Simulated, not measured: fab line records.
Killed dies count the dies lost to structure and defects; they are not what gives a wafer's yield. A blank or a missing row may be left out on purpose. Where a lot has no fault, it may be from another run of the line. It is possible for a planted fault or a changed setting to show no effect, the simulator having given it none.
Chamber matching || flow n5 finfet || N5_BEOL_M11_STRIP_67 on rie diel-02 has 4 sister chambers
The step strips in CF4. 16 wafers are shown with their chamber, then 8 later ones without.

## EACH WAFER AND ITS CHAMBER
{"wafer": "L076.2", "chamber": 0, "showerhead plenum p Torr (Torr)": 1.89, "throttle valve pct (%)": 13.56, "oes product au (a.u.)": 0.90}
{"wafer": "L076.4", "chamber": 1, "showerhead plenum p Torr (Torr)": 1.88, "throttle valve pct (%)": 13.57, "oes product au (a.u.)": 0.78}
{"wafer": "L076.6", "chamber": 3, "showerhead plenum p Torr (Torr)": 1.75, "throttle valve pct (%)": 13.91, "oes product au (a.u.)": 0.79}
{"wafer": "L086.2", "chamber": 2, "showerhead plenum p Torr (Torr)": 1.84, "throttle valve pct (%)": 13.29, "oes product au (a.u.)": 0.90}
{"wafer": "L086.3", "chamber": 0, "showerhead plenum p Torr (Torr)": 1.88, "throttle valve pct (%)": 13.61, "oes product au (a.u.)": 0.89}
{"wafer": "L086.4", "chamber": 1, "showerhead plenum p Torr (Torr)": 1.88, "throttle valve pct (%)": 13.62, "oes product au (a.u.)": 0.77}
{"wafer": "L089.1", "chamber": 0, "showerhead plenum p Torr (Torr)": 1.88, "throttle valve pct (%)": 13.62, "oes product au (a.u.)": 0.87}
{"wafer": "L089.2", "chamber": 2, "showerhead plenum p Torr (Torr)": 1.83, "throttle valve pct (%)": 13.30, "oes product au (a.u.)": 0.89}
{"wafer": "L089.4", "chamber": 1, "showerhead plenum p Torr (Torr)": 1.87, "throttle valve pct (%)": 13.64, "oes product au (a.u.)": 0.75}
{"wafer": "L091.3", "chamber": 1, "showerhead plenum p Torr (Torr)": 1.87, "throttle valve pct (%)": 13.66, "oes product au (a.u.)": 0.75}
{"wafer": "L091.4", "chamber": 3, "showerhead plenum p Torr (Torr)": 1.74, "throttle valve pct (%)": 13.97, "oes product au (a.u.)": 0.76}
{"wafer": "L091.5", "chamber": 1, "showerhead plenum p Torr (Torr)": 1.87, "throttle valve pct (%)": 13.64, "oes product au (a.u.)": 0.76}
{"wafer": "L092.1", "chamber": 3, "showerhead plenum p Torr (Torr)": 1.74, "throttle valve pct (%)": 13.97, "oes product au (a.u.)": 0.77}
{"wafer": "L092.2", "chamber": 0, "showerhead plenum p Torr (Torr)": 1.88, "throttle valve pct (%)": 13.62, "oes product au (a.u.)": 0.85}
{"wafer": "L092.3", "chamber": 1, "showerhead plenum p Torr (Torr)": 1.87, "throttle valve pct (%)": 13.65, "oes product au (a.u.)": 0.76}
{"wafer": "L092.4", "chamber": 2, "showerhead plenum p Torr (Torr)": 1.83, "throttle valve pct (%)": 13.31, "oes product au (a.u.)": 0.88}

SIGNATURES (means of the wafers above)
{"reading": "showerhead plenum p Torr", "chamber 0": 1.8825, "chamber 1": 1.8733, "chamber 2": 1.8333, "chamber 3": 1.7433, "scatter within a chamber": 0.00534}
{"reading": "throttle valve pct", "chamber 0": 13.6025, "chamber 1": 13.6300, "chamber 2": 13.3000, "chamber 3": 13.9500, "scatter within a chamber": 0.0293}
{"reading": "oes product au", "chamber 0": 0.8775, "chamber 1": 0.7617, "chamber 2": 0.8900, "chamber 3": 0.7733, "scatter within a chamber": 0.0153}
Rule: for each reading, subtract the chamber's mean from the wafer's reading, divide by that reading's scatter and square the result; add these up over the readings and take the root, which gives the wafer's distance from the chamber. If the next closest chamber is less than 2 further off than the closest, the wafer can't be placed; otherwise it belongs to the closest. The scatter: the root of (the sum of the squares of (reading less its chamber's mean) over the shown wafers, divided by (wafers less chambers)).

## WAFERS MISSING THEIR CHAMBER
{"wafer": "L092.5", "showerhead plenum p Torr (Torr)": 1.83, "throttle valve pct (%)": 13.33, "oes product au (a.u.)": 0.88}
{"wafer": "L092.6", "showerhead plenum p Torr (Torr)": 1.87, "throttle valve pct (%)": 13.66, "oes product au (a.u.)": 0.76}
{"wafer": "L094.2", "showerhead plenum p Torr (Torr)": 1.83, "throttle valve pct (%)": 13.31, "oes product au (a.u.)": 0.88}
{"wafer": "L094.3", "showerhead plenum p Torr (Torr)": 1.88, "throttle valve pct (%)": 13.62, "oes product au (a.u.)": 0.86}
{"wafer": "L094.4", "showerhead plenum p Torr (Torr)": 1.87, "throttle valve pct (%)": 13.65, "oes product au (a.u.)": 0.76}
{"wafer": "L095.1", "showerhead plenum p Torr (Torr)": 1.87, "throttle valve pct (%)": 13.68, "oes product au (a.u.)": 0.74}
{"wafer": "L095.2", "showerhead plenum p Torr (Torr)": 1.83, "throttle valve pct (%)": 13.32, "oes product au (a.u.)": 0.86}
{"wafer": "L095.6", "showerhead plenum p Torr (Torr)": 1.74, "throttle valve pct (%)": 13.99, "oes product au (a.u.)": 0.76}

## EACH ONE'S CHAMBER
{"wafer": "L092.5", "from the rows above": 2, "in truth": 2}
{"wafer": "L092.6", "from the rows above": 1, "in truth": 1}
{"wafer": "L094.2", "from the rows above": 2, "in truth": 2}
{"wafer": "L094.3", "from the rows above": 0, "in truth": 0}
{"wafer": "L094.4", "from the rows above": 1, "in truth": 1}
{"wafer": "L095.1", "from the rows above": 1, "in truth": 1}
{"wafer": "L095.2", "from the rows above": 2, "in truth": 2}
{"wafer": "L095.6", "from the rows above": 3, "in truth": 3}
Placed correctly: 8 of 8. Can't be placed from these rows: 0. Wrongly placed: 0.
